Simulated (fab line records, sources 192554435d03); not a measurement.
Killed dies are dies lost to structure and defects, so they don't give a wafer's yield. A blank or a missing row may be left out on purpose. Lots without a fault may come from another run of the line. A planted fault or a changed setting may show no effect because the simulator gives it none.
Chamber matching | flow n5_finfet | N5_BEOL_M0_SAQP_STRIP_108 on rie_diel-06: 3 sister chambers
The step strips in N2/H2. 3 wafers are shown with their chamber, then 6 later ones without.

WAFERS WITH THEIR CHAMBER
wafer  | chamber | drypump_motor_current_A (A)
L089.4 | 1       | 5.9
L091.1 | 2       | 5.9
L091.4 | 3       | 5.3

WAFERS WITHOUT THEIR CHAMBER
wafer  | drypump_motor_current_A (A)
L091.6 | 6.0
L093.4 | 6.0
L093.6 | 5.9
L097.1 | 5.9
L097.4 | 5.3
L097.6 | 6.0

WHICH CHAMBER EACH WENT THROUGH
wafer  | from the rows above     | in truth
L091.6 | can't be placed: 1 or 2 | 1
L093.4 | can't be placed: 1 or 2 | 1
L093.6 | can't be placed: 1 or 2 | 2
L097.1 | can't be placed: 1 or 2 | 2
L097.4 | 3                       | 3
L097.6 | can't be placed: 1 or 2 | 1
Placed correctly: 1 of 6. Can't be placed from these rows: 5 (the true chamber is among the candidates in 5). Placed wrongly: 0.
How it was worked out, from the rows above alone: a wafer's distance from a chamber is the root of the sum, over the readings, of the square of ((its reading less the chamber's mean) divided by the reading's scatter). The wafer belongs to the nearest chamber; if the next one is less than 2 further off, it can't be placed. A chamber's mean is the mean of its shown wafers. The scatter: with one shown wafer a chamber, the root of the mean of the squares of how far each hidden wafer lies from its nearest shown one.
